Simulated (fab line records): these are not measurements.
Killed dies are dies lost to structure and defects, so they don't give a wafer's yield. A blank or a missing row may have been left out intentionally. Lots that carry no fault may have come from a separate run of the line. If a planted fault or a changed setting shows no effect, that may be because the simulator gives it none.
Which tool was responsible?	flow n5_finfet	20 lots, 60 wafers sampled, at 6 steps of a route of 1938

== WHAT EACH GAUGE READ, for each wafer ==
The record lacks any reading of a measuring or inspecting step that a usual standard deviation could be used to judge.

== TOOL THAT RAN EACH LOT (tool first, then ch and the chambers of the sampled wafers, then the start) ==
lot	N5_BEOL_M12_PRE_CLEAN_42	N5_BEOL_M13_ILD_DEP_00	N5_BEOL_M13_DESCUM_15	N5_BEOL_M13_ETCH_59	N5_BEOL_M13_TRENCH_ETCH_34	N5_BEOL_M14_ILD_DEP_00
L074	pvd_sputter-03, day 11 15:14	pecvd-04 ch 0,1,2, day 11 17:45	rie_diel-03 ch 1,2, day 11 18:22	rie_diel-03 ch 1,2, day 11 18:23	rie_diel-05 ch 0,1,2, day 11 19:43	pecvd-01 ch 0,1,2, day 11 23:44
L076	pvd_sputter-03, day 11 22:58	pecvd-02 ch 0,2, day 12 00:28	rie_diel-03 ch 0,1,2, day 12 01:08	rie_diel-03 ch 0,1,2, day 12 01:11	rie_diel-05 ch 1,2,3, day 12 02:41	pecvd-01 ch 0,1, day 12 05:28
L079	pvd_sputter-03, day 12 06:17	pecvd-02 ch 0,1,2, day 12 07:47	rie_diel-03 ch 0,1,3, day 12 08:28	rie_diel-03 ch 0,1,3, day 12 08:29	rie_diel-06 ch 0,1,3, day 12 09:56	pecvd-02 ch 0,1, day 12 14:10
L077	pvd_sputter-02, day 12 18:34	pecvd-04 ch 0,1, day 12 19:48	rie_diel-03 ch 2,3, day 12 20:28	rie_diel-03 ch 2,3, day 12 20:30	rie_diel-03 ch 0,1,2, day 12 21:49	pecvd-02 ch 0,2, day 13 00:06
L081	pvd_sputter-03, day 13 07:49	pecvd-03 ch 0,2, day 13 09:03	rie_diel-05 ch 0,1,3, day 13 09:36	rie_diel-05 ch 0,1,3, day 13 09:38	rie_diel-06 ch 0,1,2, day 13 11:04	pecvd-02 ch 0,1, day 13 13:59
L080	pvd_sputter-01, day 13 13:02	pecvd-04 ch 0,2, day 13 14:17	rie_diel-03 ch 0,3, day 13 14:50	rie_diel-03 ch 0,3, day 13 14:52	rie_diel-05 ch 0,3, day 13 16:10	pecvd-02 ch 1,2, day 13 18:32
L083	pvd_sputter-03, day 13 19:14	pecvd-02 ch 0,2, day 13 20:28	rie_diel-05 ch 0,1, day 13 21:01	rie_diel-05 ch 0,1, day 13 21:03	rie_diel-03 ch 0,1,2, day 13 22:31	pecvd-04 ch 1,2, day 14 03:24
L084	pvd_sputter-03, day 14 01:18	pecvd-04 ch 0,1,2, day 14 02:32	rie_diel-03 ch 0,1,2, day 14 03:07	rie_diel-03 ch 0,1,2, day 14 03:08	rie_diel-03 ch 1,2, day 14 04:35	pecvd-01 ch 0,1, day 14 09:02
L085	pvd_sputter-01, day 14 01:46	pecvd-04 ch 0,1, day 14 03:05	rie_diel-06 ch 1,2,3, day 14 03:45	rie_diel-06 ch 1,2,3, day 14 03:47	rie_diel-05 ch 0,1,2, day 14 05:13	pecvd-01 ch 1,2, day 14 09:53
L086	pvd_sputter-02, day 14 18:15	pecvd-04 ch 0,1,2, day 14 19:31	rie_diel-03 ch 1,2,3, day 14 20:04	rie_diel-03 ch 1,2,3, day 14 20:06	rie_diel-03 ch 0,1,3, day 14 21:25	pecvd-02 ch 0,2, day 14 23:28
L087	pvd_sputter-02, day 14 23:46	pecvd-03 ch 0,1, day 15 01:01	rie_diel-03 ch 2,3, day 15 01:34	rie_diel-03 ch 2,3, day 15 01:35	rie_diel-06 ch 0,3, day 15 03:02	pecvd-01 ch 0,2, day 15 10:58
L090	pvd_sputter-02, day 15 03:34	pecvd-02 ch 0,1,2, day 15 04:54	rie_diel-05 ch 1,2,3, day 15 05:34	rie_diel-05 ch 1,2,3, day 15 05:37	rie_diel-03 ch 0,2,3, day 15 07:03	pecvd-02 ch 0,1, day 15 11:16
L088	pvd_sputter-02, day 15 08:46	pecvd-03 ch 0,1,2, day 15 10:09	rie_diel-03 ch 1,2,3, day 15 10:49	rie_diel-03 ch 1,2,3, day 15 10:51	rie_diel-06 ch 0,2,3, day 15 12:10	pecvd-01 ch 0,1,2, day 15 17:50
L089	pvd_sputter-01, day 15 09:04	pecvd-02 ch 0,2, day 15 10:23	rie_diel-03 ch 0,1,2, day 15 11:07	rie_diel-03 ch 0,1,2, day 15 11:09	rie_diel-03 ch 0,1,3, day 15 12:28	pecvd-04 ch 0,2, day 15 18:17
L092	pvd_sputter-02, day 15 17:14	pecvd-02 ch 0,1,2, day 15 18:30	rie_diel-03 ch 0,3, day 15 19:22	rie_diel-03 ch 0,3, day 15 19:25	rie_diel-05 ch 0,1, day 15 20:52	pecvd-02 ch 0,1,2, day 16 02:49
L091	pvd_sputter-02, day 16 00:15	pecvd-03 ch 1,2, day 16 02:04	rie_diel-06 ch 0,3, day 16 02:37	rie_diel-06 ch 0,3, day 16 02:39	rie_diel-06 ch 2,3, day 16 04:05	pecvd-02 ch 0,1, day 16 08:18
L095	pvd_sputter-02, day 16 15:13	pecvd-03 ch 0,2, day 16 16:40	rie_diel-03 ch 1,3, day 16 17:19	rie_diel-03 ch 1,3, day 16 17:21	rie_diel-05 ch 0,1,3, day 16 18:44	pecvd-01 ch 0,1,2, day 16 21:37
L094	pvd_sputter-03, day 16 16:13	pecvd-04 ch 0,1, day 16 17:28	rie_diel-05 ch 0,1, day 16 18:02	rie_diel-05 ch 0,1, day 16 18:04	rie_diel-05 ch 1,2, day 16 19:53	pecvd-01 ch 1,2, day 16 22:44
L096	pvd_sputter-02, day 17 13:16	pecvd-04 ch 0,2, day 17 14:37	rie_diel-03 ch 0,2,3, day 17 15:09	rie_diel-03 ch 0,2,3, day 17 15:11	rie_diel-03 ch 1,2,3, day 17 16:35	pecvd-01 ch 2, day 17 20:01
L097	pvd_sputter-01, day 19 05:32	pecvd-03 ch 0,1,2, day 19 06:48	rie_diel-03 ch 0,1,2, day 19 07:32	rie_diel-03 ch 0,1,2, day 19 07:34	rie_diel-06 ch 1,2,3, day 19 08:53	pecvd-04 ch 0,1,2, day 19 12:44
- N5_BEOL_M12_PRE_CLEAN_42: time 30 s.
- N5_BEOL_M13_ILD_DEP_00: deposits SiOC from DEMS/O2, target thk 837.92 nm, time 166.4 s.
- N5_BEOL_M13_DESCUM_15: chemistry O2, time 7.9 s.
- N5_BEOL_M13_ETCH_59: etches BARC in N2/H2, target depth 89 nm, overetch 26.7 nm, time 67.9 s.
- N5_BEOL_M13_TRENCH_ETCH_34: etches SiOC in C4F8/O2/Ar, target depth 413.47 nm, time 162.6 s.
- N5_BEOL_M14_ILD_DEP_00: deposits SiO2 from TEOS/O2, target thk 1119.3 nm, time 237.4 s.

== WHAT THE TOOLS THEMSELVES READ (means of the sampled wafers that have a number; where no wafer has one, the mark that the record gives instead) ==
N5_BEOL_M12_PRE_CLEAN_42. Usual: heater_power_w 340 W, standard deviation 38.
lot	tool	heater_power_w (W)	flag
L074	pvd_sputter-03	367	
L076	pvd_sputter-03	337	
L079	pvd_sputter-03	319	
L077	pvd_sputter-02	300	
L081	pvd_sputter-03	320	
L080	pvd_sputter-01	367	
L083	pvd_sputter-03	333	
L084	pvd_sputter-03	315	
L085	pvd_sputter-01	385	
L086	pvd_sputter-02	322	
L087	pvd_sputter-02	339	
L090	pvd_sputter-02	306	
L088	pvd_sputter-02	344	
L089	pvd_sputter-01	366	
L092	pvd_sputter-02	307	
L091	pvd_sputter-02	350	
L095	pvd_sputter-02	284	
L094	pvd_sputter-03	318	
L096	pvd_sputter-02	294	
L097	pvd_sputter-01	357	

N5_BEOL_M13_ILD_DEP_00. Usual: heater_power_w 473 W, standard deviation 64; showerhead_plenum_p_Torr 5.698 Torr, standard deviation 0.019; showerhead_vpp_V 1395 V, standard deviation 48; throttle_valve_pct 12.2 %, standard deviation 0.57.
lot	tool	heater_power_w (W)	showerhead_plenum_p_Torr (Torr)	showerhead_vpp_V (V)	throttle_valve_pct (%)	flag
L074	pecvd-04	448	5.700	1380	12.6	
L076	pecvd-02	514	5.694	1401	11.5	
L079	pecvd-02	465	5.692	1402	11.6	
L077	pecvd-04	442	5.677	1397	12.9	
L081	pecvd-03	452	5.691	1390	11.7	
L080	pecvd-04	448	5.719	1367	12.2	
L083	pecvd-02	514	5.695	1378	11.6	
L084	pecvd-04	410	5.705	1388	12.7	
L085	pecvd-04	460	5.689	1403	12.9	
L086	pecvd-04	413	5.696	1401	12.6	
L087	pecvd-03	562	5.699	1469	11.9	
L090	pecvd-02	486	5.696	1394	11.8	
L088	pecvd-03	516	5.694	1393	11.9	
L089	pecvd-02	517	5.695	1396	11.4	
L092	pecvd-02	439	5.697	1406	11.7	
L091	pecvd-03	464	5.692	1322	11.7	
L095	pecvd-03	438	5.687	1391	11.7	
L094	pecvd-04	473	5.684	1392	13.0	
L096	pecvd-04	500	5.706	1388	12.3	
L097	pecvd-03	512	5.700	1399	12.0	

N5_BEOL_M13_DESCUM_15. Usual: chamber_pressure_mTorr 19.998 mTorr, standard deviation 0.019; drypump_motor_current_A 5.6 A, standard deviation 0.41; oes_product_au 0.76 a.u., standard deviation 0.053; rf_vpp_V 242.7 V, standard deviation 1.3; showerhead_plenum_p_Torr 2.07 Torr, standard deviation 0.073; throttle_valve_pct 20.33 %, standard deviation 0.16.
lot	tool	chamber_pressure_mTorr (mTorr)	drypump_motor_current_A (A)	oes_product_au (a.u.)	rf_vpp_V (V)	showerhead_plenum_p_Torr (Torr)	throttle_valve_pct (%)	flag
L074	rie_diel-03	20.006	5.9	0.78	241.5	2.00	20.11	
L076	rie_diel-03	20.004	5.7	0.77	241.6	2.03	20.20	
L079	rie_diel-03	20.010	5.3	0.80	243.6	2.10	20.31	
L077	rie_diel-03	19.990	5.4	0.77	242.9	2.12	20.31	
L081	rie_diel-05	20.006	6.1	0.75	243.6	2.07	20.48	
L080	rie_diel-03	19.984	5.4	0.75	242.8	2.12	20.37	
L083	rie_diel-05	19.989	5.9	0.74	242.2	2.06	20.55	
L084	rie_diel-03	19.999	5.6	0.76	242.0	2.03	20.21	
L085	rie_diel-06	19.994	5.7	0.74	242.4	2.06	20.54	
L086	rie_diel-03	20.004	5.5	0.77	242.6	2.06	20.25	
L087	rie_diel-03	19.977	5.8	0.74	241.6	2.05	20.23	
L090	rie_diel-05	20.007	5.8	0.78	243.0	2.08	20.37	
L088	rie_diel-03	19.986	5.5	0.77	242.9	2.06	20.26	
L089	rie_diel-03	20.014	5.7	0.75	242.6	2.02	20.24	
L092	rie_diel-03	19.999	5.4	0.74	243.1	2.11	20.40	
L091	rie_diel-06	20.007	5.8	0.71	243.8	2.15	20.29	
L095	rie_diel-03	20.008	5.2	0.78	244.0	2.13	20.38	
L094	rie_diel-05	19.986	5.9	0.90	242.2	2.05	20.34	
L096	rie_diel-03	20.001	5.6	0.72	242.6	2.07	20.34	
L097	rie_diel-03	19.990	5.7	0.72	241.3	2.01	20.28	

N5_BEOL_M13_ETCH_59. Usual: chamber_pressure_mTorr 29.999 mTorr, standard deviation 0.03; drypump_motor_current_A 5.6 A, standard deviation 0.41; oes_product_au 0.65 a.u., standard deviation 0.043; rf_vpp_V 523.1 V, standard deviation 2.6; showerhead_plenum_p_Torr 2.51 Torr, standard deviation 0.089; throttle_valve_pct 17.78 %, standard deviation 0.21.
lot	tool	chamber_pressure_mTorr (mTorr)	drypump_motor_current_A (A)	oes_product_au (a.u.)	rf_vpp_V (V)	showerhead_plenum_p_Torr (Torr)	throttle_valve_pct (%)	flag
L074	rie_diel-03	29.970	5.9	0.66	521.8	2.44	17.53	
L076	rie_diel-03	30.031	5.7	0.66	522.1	2.47	17.60	
L079	rie_diel-03	30.012	5.3	0.67	523.7	2.55	17.73	
L077	rie_diel-03	30.011	5.4	0.66	525.3	2.58	17.83	
L081	rie_diel-05	29.975	6.1	0.65	523.4	2.51	17.91	
L080	rie_diel-03	30.011	5.4	0.64	524.5	2.57	17.83	
L083	rie_diel-05	30.004	5.9	0.63	522.9	2.49	17.93	
L084	rie_diel-03	29.985	5.7	0.64	522.2	2.46	17.63	
L085	rie_diel-06	29.978	5.8	0.63	522.0	2.51	18.08	
L086	rie_diel-03	30.003	5.5	0.66	522.9	2.50	17.69	
L087	rie_diel-03	29.974	5.8	0.63	521.2	2.50	17.74	
L090	rie_diel-05	29.999	5.8	0.68	523.6	2.52	17.80	
L088	rie_diel-03	29.990	5.5	0.65	522.9	2.50	17.69	
L089	rie_diel-03	30.022	5.7	0.64	521.4	2.46	17.65	
L092	rie_diel-03	29.980	5.4	0.63	523.5	2.56	17.88	
L091	rie_diel-06	30.021	5.8	0.61	527.2	2.62	17.81	
L095	rie_diel-03	30.018	5.2	0.66	524.9	2.58	17.82	
L094	rie_diel-05	30.009	5.9	0.77	522.4	2.48	17.69	
L096	rie_diel-03	29.975	5.6	0.62	523.0	2.52	17.83	
L097	rie_diel-03	29.996	5.7	0.62	521.8	2.45	17.70	

N5_BEOL_M13_TRENCH_ETCH_34. Usual: C4F8_flow_sccm 15.00 sccm, standard deviation 0.047; O2_flow_sccm 7.997 sccm, standard deviation 0.024; chamber_pressure_mTorr 30.002 mTorr, standard deviation 0.027; drypump_motor_current_A 5.7 A, standard deviation 0.44; oes_product_au 0.76 a.u., standard deviation 0.059; rf_vpp_V 665 V, standard deviation 3.3; showerhead_plenum_p_Torr 3.39 Torr, standard deviation 0.12; throttle_valve_pct 24.14 %, standard deviation 0.2.
lot	tool	C4F8_flow_sccm (sccm)	O2_flow_sccm (sccm)	chamber_pressure_mTorr (mTorr)	drypump_motor_current_A (A)	oes_product_au (a.u.)	rf_vpp_V (V)	showerhead_plenum_p_Torr (Torr)	throttle_valve_pct (%)	flag
L074	rie_diel-05	14.99	7.997	30.012	5.6	0.79	665	3.40	24.16	
L076	rie_diel-05	14.99	8.000	29.997	5.8	0.80	665	3.41	24.10	
L079	rie_diel-06	14.99	7.976	29.997	5.7	0.74	666	3.40	24.11	
L077	rie_diel-03	15.00	7.991	29.996	5.7	0.76	663	3.33	23.95	
L081	rie_diel-06	14.98	7.997	29.990	5.8	0.75	664	3.36	24.20	
L080	rie_diel-05	14.96	8.003	30.015	5.8	0.70	666	3.37	24.22	
L083	rie_diel-03	14.97	7.981	30.038	5.7	0.75	662	3.32	23.96	
L084	rie_diel-03	14.99	8.019	30.017	5.9	0.75	661	3.29	23.95	
L085	rie_diel-05	15.01	7.994	30.001	5.7	0.79	665	3.39	24.19	
L086	rie_diel-03	15.04	8.016	29.982	5.3	0.78	666	3.42	24.09	
L087	rie_diel-06	15.02	7.998	29.992	5.8	0.71	669	3.52	24.17	
L090	rie_diel-03	14.97	8.018	29.998	5.6	0.74	666	3.39	24.04	
L088	rie_diel-06	15.04	7.985	30.017	5.9	0.72	667	3.49	24.25	
L089	rie_diel-03	14.97	8.013	29.999	5.3	0.77	666	3.42	24.10	
L092	rie_diel-05	15.01	8.014	30.014	5.9	0.91	664	3.35	24.03	
L091	rie_diel-06	15.03	8.003	29.988	5.9	0.72	667	3.47	24.48	
L095	rie_diel-05	14.97	8.008	30.009	6.1	0.82	665	3.35	24.08	
L094	rie_diel-05	15.00	8.007	29.983	5.4	0.81	665	3.42	24.18	
L096	rie_diel-03	14.97	7.983	30.005	5.6	0.75	664	3.37	24.11	
L097	rie_diel-06	14.99	8.019	30.017	5.8	0.72	664	3.36	24.38	

N5_BEOL_M14_ILD_DEP_00. Usual: heater_power_w 563 W, standard deviation 100; showerhead_plenum_p_Torr 8.35 Torr, standard deviation 0.034; showerhead_vpp_V 1877 V, standard deviation 43; throttle_valve_pct 18.6 %, standard deviation 0.7.
lot	tool	heater_power_w (W)	showerhead_plenum_p_Torr (Torr)	showerhead_vpp_V (V)	throttle_valve_pct (%)	flag
L074	pecvd-01	609	8.35	1887	18.6	
L076	pecvd-01	559	8.34	1953	18.8	
L079	pecvd-02	558	8.35	1863	18.5	
L077	pecvd-02	578	8.34	1871	17.8	
L081	pecvd-02	567	8.35	1889	18.2	
L080	pecvd-02	504	8.34	1863	18.3	
L083	pecvd-04	542	8.31	1916	20.0	
L084	pecvd-01	628	8.33	1904	18.7	
L085	pecvd-01	555	8.36	1867	18.3	
L086	pecvd-02	541	8.34	1869	17.9	
L087	pecvd-01	655	8.36	1873	18.6	
L090	pecvd-02	527	8.33	1878	18.6	
L088	pecvd-01	652	8.34	1878	18.4	
L089	pecvd-04	520	8.42	1853	19.2	
L092	pecvd-02	523	8.34	1862	18.4	
L091	pecvd-02	563	8.35	1856	18.4	
L095	pecvd-01	533	8.34	1891	18.7	
L094	pecvd-01	537	8.34	1887	18.5	
L096	pecvd-01	580	8.37	1849	18.4	
L097	pecvd-04	519	8.38	1862	19.6	

== THE ANSWER, worked out from the rows above alone ==
Rule: a lot is off if the mean of its wafers that have a number lies more than 3 standard deviations from the usual mean. A lot without any number at a reading at which 4 lots or more have one is off too. Where the step has rows for the other lots, those lots are counted as sound. The gauges are gone through in route order, then the tools' own readings, and for those a lot's mean is taken as printed above. The first step at which some lot is off is used, and at that step the reading that is off furthest; a lot without a number counts as furthest.
Nothing can be told from this: no lot is off at any reading shown.

== WHAT WAS PUT IN BY THE SIMULATOR ==
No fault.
